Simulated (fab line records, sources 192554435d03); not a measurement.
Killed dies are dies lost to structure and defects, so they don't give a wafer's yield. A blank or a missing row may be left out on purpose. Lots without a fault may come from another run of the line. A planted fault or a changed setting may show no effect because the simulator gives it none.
Split-lot experiment | flow n5_finfet | 7 lots, 21 wafers read, on a route of 1938 steps

THE SPLIT
At N5_PMOS_HMC_CHANNEL_EPI_EXPOSE_06 (exposes mask PMOS HMC BLK, target cd 240 nm), the setting dose_mj was moved away from the recipe's 41 on 5 of the 21 wafers read, by -7.3% to +3.9%. The other wafers ran this setting at the recipe's value.

FROM THE SPLIT TO THE READING: what the file shows between them, 2 steps
- N5_PMOS_HMC_CHANNEL_EPI_PEB_07: peb time 60 s
- N5_PMOS_HMC_CHANNEL_EPI_DEVELOP_08: develop time 30 s

THE READING
cd_nm, in nm, at N5_PMOS_HMC_CHANNEL_EPI_CD_MEAS_09 (target cd 237.4 nm). Fault-free wafers of this fab line usually give 238.2 nm, standard deviation 1.2 nm.

wafer  | tool, chamber at the split | dose_mj as run | against the recipe | cd_nm, nm | against lot-mates on the recipe
L077.2 | arfi_scanner-03, 0         | 41             | recipe             | 239.6     | -
L077.3 | arfi_scanner-03, 0         | 42.34          | +3.3%              | 242.5     | +2.9
L077.5 | arfi_scanner-03, 0         | 42.34          | +3.3%              | 241.3     | +1.7
L079.2 | arfi_scanner-01, 0         | 41             | recipe             | 237.3     | -
L079.4 | arfi_scanner-01, 0         | 41             | recipe             | 236.9     | -
L079.6 | arfi_scanner-01, 0         | 42.61          | +3.9%              | 239.9     | +2.8
L081.4 | arfi_scanner-03, 0         | 39.65          | -3.3%              | 235.4     | -1.4
L081.5 | arfi_scanner-03, 0         | 41             | recipe             | 236.6     | -
L081.6 | arfi_scanner-03, 0         | 41             | recipe             | 237.0     | -
L083.2 | arfi_scanner-02, 0         | 41             | recipe             | 239.7     | -
L083.3 | arfi_scanner-02, 0         | 41             | recipe             | 240.7     | -
L083.5 | arfi_scanner-02, 0         | 41             | recipe             | 239.7     | -
L084.1 | arfi_scanner-01, 0         | 41             | recipe             | 237.4     | -
L084.4 | arfi_scanner-01, 0         | 41             | recipe             | 237.1     | -
L084.6 | arfi_scanner-01, 0         | 41             | recipe             | 238.0     | -
L090.3 | arfi_scanner-03, 0         | 41             | recipe             | 239.0     | -
L090.4 | arfi_scanner-03, 0         | 41             | recipe             | 239.2     | -
L090.5 | arfi_scanner-03, 0         | 41             | recipe             | 238.3     | -
L092.1 | arfi_scanner-01, 0         | 41             | recipe             | 237.1     | -
L092.2 | arfi_scanner-01, 0         | 41             | recipe             | 236.2     | -
L092.4 | arfi_scanner-01, 0         | 38.01          | -7.3%              | 230.4     | -6.2

THE FIT
A straight line over all 21 wafers: cd_nm changes by +0.962 nm for each +1% of dose_mj; r = +0.86; the points scatter about the line by 1.3 nm.
The same after taking each lot's own level away (the mean of its wafers on the recipe; 21 wafers): +0.756 nm for each +1%; r = +0.96; scatter 0.49 nm.
On that fit, the largest move of dose_mj shifts the reading by 5.5 nm.
The lots' own levels span 236.65 to 240.03 nm, that is 2.8 times the standard deviation above.
So the lot-to-lot level changes the slope: the two fits differ.
Check: with one of the wafers moved furthest among these (-7.3%) left out of the fit, the line predicts -4.54 nm for it against its lot-mates. It came out at -6.25 nm against them.

OTHER SPLITS ON THESE WAFERS
These wafers also went through other splits before the reading. Each is held against what the fit with the lots' levels taken away leaves over:
other split on the same wafers          | wafers away from the commonest value | r with cd_nm (lot level and that fit taken away)
N5_ZERO_LAYER_DEVELOP_10 develop_time_s | 6                                    | +0.44

THE WHOLE CHAIN: every reading that the file lists as answering this split, in the file's order
step                               | what it does                                                           | reading                                                                     | change (the file's fit)               | r (the file's)
N5_PMOS_HMC_CHANNEL_EPI_CD_MEAS_09 | target cd 237.4 nm                                                     | cd_nm                                                                       | +0.762 nm for each +1% of the setting | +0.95
N5_PMOS_HMC_CHANNEL_EPI_DESCUM_14  | chemistry O2, time 7.9 s                                               | PMOS_HMC_CHANNEL_EPI.cd_nm (the simulator's own value, which no gauge read) | +0.746 nm for each +1% of the setting | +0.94
N5_PMOS_HMC_CHANNEL_EPI_ETCH_32    | etches BARC in N2/H2, stops on SiO2, target depth 85.8 nm, time 50.3 s | PMOS_HMC_CHANNEL_EPI.cd_nm (the simulator's own value, which no gauge read) | +0.782 nm for each +1% of the setting | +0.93
N5_PMOS_HMC_CHANNEL_EPI_HM_OPEN_15 | chemistry CHF3/O2, target SiO2, target depth 40.6 nm, time 20.3 s      | PMOS_HMC_CHANNEL_EPI.cd_nm (the simulator's own value, which no gauge read) | +0.767 nm for each +1% of the setting | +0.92

THE FILE'S OWN FIT
cd_nm changes by +0.762 nm for each +1% of dose_mj, r = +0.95.
